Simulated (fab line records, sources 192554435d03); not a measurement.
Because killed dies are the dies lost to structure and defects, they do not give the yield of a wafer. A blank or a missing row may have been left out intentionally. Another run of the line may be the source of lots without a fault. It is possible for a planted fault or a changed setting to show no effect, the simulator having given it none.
Code-filled problem report in 8D (eight disciplines) form -- flow n5_finfet -- the parts of the form that need people (team, actions taken, sign-off) are left out

1. WHAT IS WRONG
head_pressure_psi at N5_HKMG_FIN_CMP_94 reads a mean of 3.796 psi on 1 wafer of 1 lot; wafers without a fault read 4.002 psi with a standard deviation of 0.0088. That puts it -23 standard deviations away from the usual mean.
The step: polishes, stops on SiNx, t overpolish 4.7 s, target thk 43.299 nm.
Earliest sighting: wafer L920.1 on cmp-03 at day 8 06:01. Wafers with a number at this step in the record: 27, from 9 lots. The rule behind "out" and "out of limits": a value lying over 4 standard deviations away from the usual mean. The other wafers with a number count as sound.

2. WHAT THIS IS AND IS NOT
question,is,is not
which readings at this step,head_pressure_psi,motor_current_A
which lots,L920,"L906, L908, L913, L914, L917, L918, L921, L926"
which wafers of those lots,L920.1,"L920.2, L920.4"
read on which tools,cmp-03,"cmp-01, cmp-02"
when,from day 8 06:01,"up to then (20 sound wafers); but 6 sound wafers of L921, L926 came after"

3. WHAT RULES OUT EACH SUSPECT
Counting: a tool at a process step up to the reading stays a suspect if it ran every lot that is out. Sound lots after the first of them don't rule it out here, since some wafers of a struck lot are sound.
- ald_metal-01 at N5_HKMG_FIN_NWFM_ALD_20 (deposits TiAlC, target thk 2 nm, pulse time 3 s, purge time 2 s): kept. It ran the lot that is out, L920 (day 8 03:26); its last sound lot up to then is L918 (day 7 14:25).
- rie_diel-05 at N5_HKMG_FIN_ETCH_67 (etches SOC in N2/H2, stops on TiN, target depth 388.9 nm): kept. It ran the lot that is out, L920 (day 8 04:10); its last sound lot up to then is L918 (day 7 14:51).
- cmp-03 at N5_HKMG_FIN_CMP_94 (polishes, stops on SiNx, t overpolish 4.7 s, target thk 43.299 nm): kept. It ran the lot that is out, L920 (day 8 06:01); its last sound lot up to then is L918 (day 7 16:40). Its own head_pressure_psi readings are out on those wafers.
- Within ald_metal-01 at N5_HKMG_FIN_NWFM_ALD_20: the wafers that are out ran in chamber 0; their sound lot-mates ran in chambers 1, 2.
- Within cmp-03 at N5_HKMG_FIN_CMP_94: the wafers that are out ran in chamber 1; their sound lot-mates ran in chambers 2, 3.
After the count, these remain: ald_metal-01 at N5_HKMG_FIN_NWFM_ALD_20, rie_diel-05 at N5_HKMG_FIN_ETCH_67 and cmp-03 at N5_HKMG_FIN_CMP_94.

4. THE CAUSE (what the simulator had put in)
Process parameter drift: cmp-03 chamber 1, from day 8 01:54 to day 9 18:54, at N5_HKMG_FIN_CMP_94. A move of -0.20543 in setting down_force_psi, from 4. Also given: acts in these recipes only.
Of the 3 suspects that counting leaves, this tool is one.

5. SEQUENCE OF EFFECTS, ordered by route
Rows list readings where the struck wafers' mean (over those with a number) sits beyond 3 standard deviations from the usual. Readings are gone through only where the record gives a usual standard deviation; hours: the median, over the lots, of the time from a lot's start at the first step in this table giving one to that lot's start at this step; sigmas: the change measured in usual standard deviations.
hours,step,reading,usual,on struck wafers,change,sigmas
0,N5_HKMG_FIN_CMP_94,head_pressure_psi,4.002 psi,3.796,-0.206,-23
It contains these process steps:
- N5_HKMG_FIN_CMP_94: polishes, stops on SiNx, t overpolish 4.7 s, target thk 43.299 nm.
Later measuring or inspecting steps at which every struck wafer that the step has a row for has a number for every such reading, and none has moved that far: N5_BEOL_M4_RC_MEAS_101.

6. HOW IT WOULD HAVE BEEN CAUGHT EARLIER
In this record no reading fell out of limits until day 8 06:01, 4 hours after the fault had begun at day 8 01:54.
